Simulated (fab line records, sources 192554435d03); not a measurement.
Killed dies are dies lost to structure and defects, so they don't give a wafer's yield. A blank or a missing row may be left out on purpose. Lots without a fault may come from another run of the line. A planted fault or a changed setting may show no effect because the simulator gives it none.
Chamber matching | flow n5_finfet | N5_MOL_CONTACT_COAG_VIA_ETCH_46 on rie_diel-05: 4 sister chambers
The step etches SiO2 in C4F6/O2, target depth 46 nm, overetch 9.2 nm, time 40 s. 14 wafers are shown with their chamber, then 7 later ones without.

WAFERS WITH THEIR CHAMBER
wafer  | chamber | showerhead_plenum_p_Torr (Torr) | rf_vpp_V (V) | drypump_motor_current_A (A)
L102.1 | 1       | 2.82                            | 1593         | 5.8
L102.4 | 2       | 2.92                            | 1626         | 5.5
L102.6 | 0       | 2.79                            | 1572         | 6.1
L107.2 | 0       | 2.79                            | 1572         | 6.1
L107.3 | 2       | 2.92                            | 1626         | 5.5
L107.6 | 0       | 2.79                            | 1574         | 6.1
L108.3 | 1       | 2.82                            | 1594         | 5.7
L108.5 | 1       | 2.82                            | 1591         | 5.7
L108.6 | 0       | 2.79                            | 1572         | 6.1
L109.4 | 2       | 2.92                            | 1627         | 5.5
L109.5 | 3       | 2.94                            | 1600         | 6.1
L109.6 | 2       | 2.92                            | 1626         | 5.5
L114.1 | 3       | 2.93                            | 1602         | 6.1
L114.3 | 0       | 2.79                            | 1573         | 6.1

SIGNATURES (means of the wafers above)
reading                  | chamber 0 | chamber 1 | chamber 2 | chamber 3 | scatter within a chamber
showerhead_plenum_p_Torr | 2.7900    | 2.8200    | 2.9200    | 2.9350    | 0.00224
rf_vpp_V                 | 1572.60   | 1592.67   | 1626.25   | 1601.00   | 1.03
drypump_motor_current_A  | 6.100     | 5.733     | 5.500     | 6.100     | 0.0258
Rule: a wafer's distance from a chamber is the root of the sum, over the readings, of the square of ((its reading less the chamber's mean) divided by the reading's scatter). The wafer belongs to the nearest chamber; if the next one is less than 2 further off, it can't be placed. The scatter: the root of (the sum of the squares of (reading less its chamber's mean) over the shown wafers, divided by (wafers less chambers)).

WAFERS WITHOUT THEIR CHAMBER
wafer  | showerhead_plenum_p_Torr (Torr) | rf_vpp_V (V) | drypump_motor_current_A (A)
L114.6 | 2.79                            | 1572         | 6.1
L123.1 | 2.91                            | 1626         | 5.5
L123.2 | 2.92                            | 1600         | 6.1
L123.5 | 2.78                            | 1571         | 6.1
L124.2 | 2.91                            | 1624         | 5.5
L124.3 | 2.78                            | 1572         | 6.1
L124.5 | 2.92                            | 1600         | 6.1

WHICH CHAMBER EACH WENT THROUGH
wafer  | from the rows above | in truth
L114.6 | 0                   | 0
L123.1 | 2                   | 2
L123.2 | 3                   | 3
L123.5 | 0                   | 0
L124.2 | 2                   | 2
L124.3 | 0                   | 0
L124.5 | 3                   | 3
Placed correctly: 7 of 7. Can't be placed from these rows: 0. Placed wrongly: 0.
